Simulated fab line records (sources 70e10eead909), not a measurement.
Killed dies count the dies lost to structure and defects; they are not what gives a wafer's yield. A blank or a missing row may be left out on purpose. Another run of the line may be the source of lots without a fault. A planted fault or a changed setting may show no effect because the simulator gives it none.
What tool caused it?    flow nand_harc    6 lots with 18 wafers sampled at 4 steps, on a route of 1302 steps

WHAT THE GAUGES SHOWED, per wafer
NHARC_END_SORT_01.
lot   measured      on         killed_at_periphery
L932  day 25 06:57  prober-01  1 3 3
L935  day 26 13:50  prober-02  5 3 3
L939  day 29 01:03  prober-01  0 1 2
L944  day 30 20:20  prober-02  614 624 625
L950  day 33 11:40  prober-01  2 1 6
L952  day 34 04:56  prober-01  12 2 2

TOOL THAT RAN EACH LOT (tool first, then ch and the chambers of the sampled wafers, then the start)
lot   NHARC_P_M1_ANNEAL_31              NHARC_P_M2_ETCH_35                 NHARC_P_M2_STRIP_18
L932  rtp_anneal-02 ch 0, day 7 11:46   rie_diel-10 ch 0,2,3, day 7 14:07  rie_diel-09 ch 1,2,3, day 7 14:27
L935  rtp_anneal-01 ch 0, day 8 18:34   rie_diel-07 ch 0,1,2, day 8 21:04  rie_diel-09 ch 1,2,3, day 8 21:21
L939  rtp_anneal-01 ch 0, day 10 23:14  rie_diel-07 ch 0,2, day 11 01:35   rie_diel-09 ch 1,2, day 11 01:55
L944  rtp_anneal-01 ch 0, day 12 11:37  rie_diel-07 ch 0,1, day 12 13:54   rie_diel-09 ch 0,1,3, day 12 14:11
L950  rtp_anneal-02 ch 0, day 15 04:43  rie_diel-09 ch 1,3, day 15 07:08   rie_diel-10 ch 0,1,3, day 15 07:28
L952  rtp_anneal-01 ch 0, day 15 18:13  rie_diel-09 ch 2,3, day 15 20:31   rie_diel-10 ch 0,1,3, day 15 20:50
- NHARC_P_M1_ANNEAL_31: time 90 s.
- NHARC_P_M2_ETCH_35: etches the open film in N2/H2, target depth 40 nm, overetch 12 nm, time 43.94 s.
- NHARC_P_M2_STRIP_18: strips in N2/H2.

THE ANSWER, worked out from the rows above alone
Rule: the usual values come from the lots themselves. The widest of any qualifying gaps counts: lots, ordered by their means at a reading, are off when they make up no more than a third of the lots, leave a main group of 4 or more, and stand apart from it by 3 or more times the standard deviation of that group's means. Not used: any main group whose means are identical at the precision the tables above print for the reading. Also off: a lot with no number at a reading for which 4 or more lots have one. Any other lot the step has rows for is counted as sound.
Off, at NHARC_END_SORT_01 on killed_at_periphery: L944. Main group: mean 3.1, sd 1.4.
A tool fits if, at a process step before that reading, it ran every lot that is off, and no sound lot after the first of them. Those tools and the gauges at NHARC_END_SORT_01 are tried in the same way. Can't be told from this: 3 tools fit, rie_diel-07 at NHARC_P_M2_ETCH_35, rie_diel-09 at NHARC_P_M2_STRIP_18, prober-02 at NHARC_END_SORT_01.

WHAT THE SIMULATOR PUT IN
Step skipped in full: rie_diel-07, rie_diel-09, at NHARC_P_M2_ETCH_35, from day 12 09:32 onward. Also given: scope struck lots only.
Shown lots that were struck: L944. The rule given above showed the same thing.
